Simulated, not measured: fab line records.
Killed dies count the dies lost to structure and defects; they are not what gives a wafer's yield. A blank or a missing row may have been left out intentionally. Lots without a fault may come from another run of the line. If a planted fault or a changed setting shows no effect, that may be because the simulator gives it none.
Chamber matching || flow nand_harc || NHARC_A_CONTACT_DEP_58 on pecvd-03: 3 sister chambers
The step deposits SiON, target thk 90 nm. 27 wafers are shown with their chamber, then 12 later ones without.

WAFERS PAIRED WITH THEIR CHAMBERS
{"wafer": "L077.1", "chamber": 1, "heater_power_w (W)": 749, "rf_fwd_power_W (W)": 347.2}
{"wafer": "L077.2", "chamber": 0, "heater_power_w (W)": 712, "rf_fwd_power_W (W)": 349.2}
{"wafer": "L077.6", "chamber": 2, "heater_power_w (W)": 768, "rf_fwd_power_W (W)": 349.4}
{"wafer": "L076.1", "chamber": 0, "heater_power_w (W)": 755, "rf_fwd_power_W (W)": 348.4}
{"wafer": "L076.2", "chamber": 1, "heater_power_w (W)": 826, "rf_fwd_power_W (W)": 346.4}
{"wafer": "L076.3", "chamber": 2, "heater_power_w (W)": 734, "rf_fwd_power_W (W)": 349.0}
{"wafer": "L080.1", "chamber": 2, "heater_power_w (W)": 704, "rf_fwd_power_W (W)": 346.9}
{"wafer": "L080.2", "chamber": 0, "heater_power_w (W)": 640, "rf_fwd_power_W (W)": 348.7}
{"wafer": "L080.3", "chamber": 1, "heater_power_w (W)": 842, "rf_fwd_power_W (W)": 347.3}
{"wafer": "L079.2", "chamber": 0, "heater_power_w (W)": 597, "rf_fwd_power_W (W)": 350.2}
{"wafer": "L079.4", "chamber": 0, "heater_power_w (W)": 623, "rf_fwd_power_W (W)": 349.2}
{"wafer": "L079.5", "chamber": 1, "heater_power_w (W)": 798, "rf_fwd_power_W (W)": 346.5}
{"wafer": "L082.1", "chamber": 0, "heater_power_w (W)": 679, "rf_fwd_power_W (W)": 347.8}
{"wafer": "L082.2", "chamber": 2, "heater_power_w (W)": 811, "rf_fwd_power_W (W)": 349.2}
{"wafer": "L082.5", "chamber": 0, "heater_power_w (W)": 696, "rf_fwd_power_W (W)": 349.0}
{"wafer": "L083.3", "chamber": 0, "heater_power_w (W)": 687, "rf_fwd_power_W (W)": 348.9}
{"wafer": "L083.4", "chamber": 1, "heater_power_w (W)": 896, "rf_fwd_power_W (W)": 346.5}
{"wafer": "L083.6", "chamber": 0, "heater_power_w (W)": 689, "rf_fwd_power_W (W)": 347.3}
{"wafer": "L084.4", "chamber": 2, "heater_power_w (W)": 693, "rf_fwd_power_W (W)": 348.5}
{"wafer": "L084.5", "chamber": 1, "heater_power_w (W)": 926, "rf_fwd_power_W (W)": 347.5}
{"wafer": "L084.6", "chamber": 0, "heater_power_w (W)": 650, "rf_fwd_power_W (W)": 346.2}
{"wafer": "L087.1", "chamber": 2, "heater_power_w (W)": 719, "rf_fwd_power_W (W)": 349.2}
{"wafer": "L087.4", "chamber": 2, "heater_power_w (W)": 731, "rf_fwd_power_W (W)": 348.8}
{"wafer": "L087.6", "chamber": 1, "heater_power_w (W)": 855, "rf_fwd_power_W (W)": 349.5}
{"wafer": "L088.3", "chamber": 0, "heater_power_w (W)": 693, "rf_fwd_power_W (W)": 348.5}
{"wafer": "L088.5", "chamber": 0, "heater_power_w (W)": 705, "rf_fwd_power_W (W)": 348.5}
{"wafer": "L088.6", "chamber": 2, "heater_power_w (W)": 817, "rf_fwd_power_W (W)": 347.8}

SIGNATURES (averages over the wafers above)
{"reading": "heater_power_w", "chamber 0": 677.17, "chamber 1": 841.71, "chamber 2": 747.12, "scatter within a chamber": 48.6}
{"reading": "rf_fwd_power_W", "chamber 0": 348.492, "chamber 1": 347.271, "chamber 2": 348.600, "scatter within a chamber": 0.992}
Rule: a wafer lies at a distance from a chamber equal to the root of the sum of squares, over the readings, of (its reading less the chamber's mean, divided by the reading's scatter). If the next closest chamber is less than 2 further off than the closest, the wafer can't be placed; otherwise it belongs to the closest. How the scatter is found: for the shown wafers, subtract from each reading the mean of its chamber, square and add these, divide the total by (wafers less chambers), then take the root.

WAFERS WITHOUT THEIR CHAMBER
{"wafer": "L092.1", "heater_power_w (W)": 824, "rf_fwd_power_W (W)": 349.5}
{"wafer": "L092.4", "heater_power_w (W)": 712, "rf_fwd_power_W (W)": 349.9}
{"wafer": "L092.5", "heater_power_w (W)": 576, "rf_fwd_power_W (W)": 348.9}
{"wafer": "L095.1", "heater_power_w (W)": 810, "rf_fwd_power_W (W)": 349.1}
{"wafer": "L095.2", "heater_power_w (W)": 709, "rf_fwd_power_W (W)": 346.9}
{"wafer": "L095.4", "heater_power_w (W)": 818, "rf_fwd_power_W (W)": 346.5}
{"wafer": "L097.2", "heater_power_w (W)": 901, "rf_fwd_power_W (W)": 349.3}
{"wafer": "L097.3", "heater_power_w (W)": 712, "rf_fwd_power_W (W)": 349.8}
{"wafer": "L097.4", "heater_power_w (W)": 719, "rf_fwd_power_W (W)": 348.6}
{"wafer": "L096.2", "heater_power_w (W)": 787, "rf_fwd_power_W (W)": 349.9}
{"wafer": "L096.3", "heater_power_w (W)": 794, "rf_fwd_power_W (W)": 349.0}
{"wafer": "L096.6", "heater_power_w (W)": 806, "rf_fwd_power_W (W)": 348.3}

THE CHAMBER EACH PASSED THROUGH
{"wafer": "L092.1", "from the rows above": "can't be placed: 2 or 1 or 0", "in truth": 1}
{"wafer": "L092.4", "from the rows above": "can't be placed: 2 or 0", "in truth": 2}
{"wafer": "L092.5", "from the rows above": "can't be placed: 0 or 2", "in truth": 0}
{"wafer": "L095.1", "from the rows above": "can't be placed: 2 or 1 or 0", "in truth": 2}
{"wafer": "L095.2", "from the rows above": "can't be placed: 0 or 2 or 1", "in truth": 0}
{"wafer": "L095.4", "from the rows above": "can't be placed: 1 or 2", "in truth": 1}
{"wafer": "L097.2", "from the rows above": "can't be placed: 1 or 2", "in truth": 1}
{"wafer": "L097.3", "from the rows above": "can't be placed: 2 or 0", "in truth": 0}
{"wafer": "L097.4", "from the rows above": "can't be placed: 2 or 0", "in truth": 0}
{"wafer": "L096.2", "from the rows above": "can't be placed: 2 or 0 or 1", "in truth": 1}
{"wafer": "L096.3", "from the rows above": "can't be placed: 2 or 1 or 0", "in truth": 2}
{"wafer": "L096.6", "from the rows above": "can't be placed: 2 or 1 or 0", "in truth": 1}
Placed correctly: 0 of 12. From these rows, 12 cannot be placed; in 12 the true chamber is one of the candidates. Placed wrongly: 0.
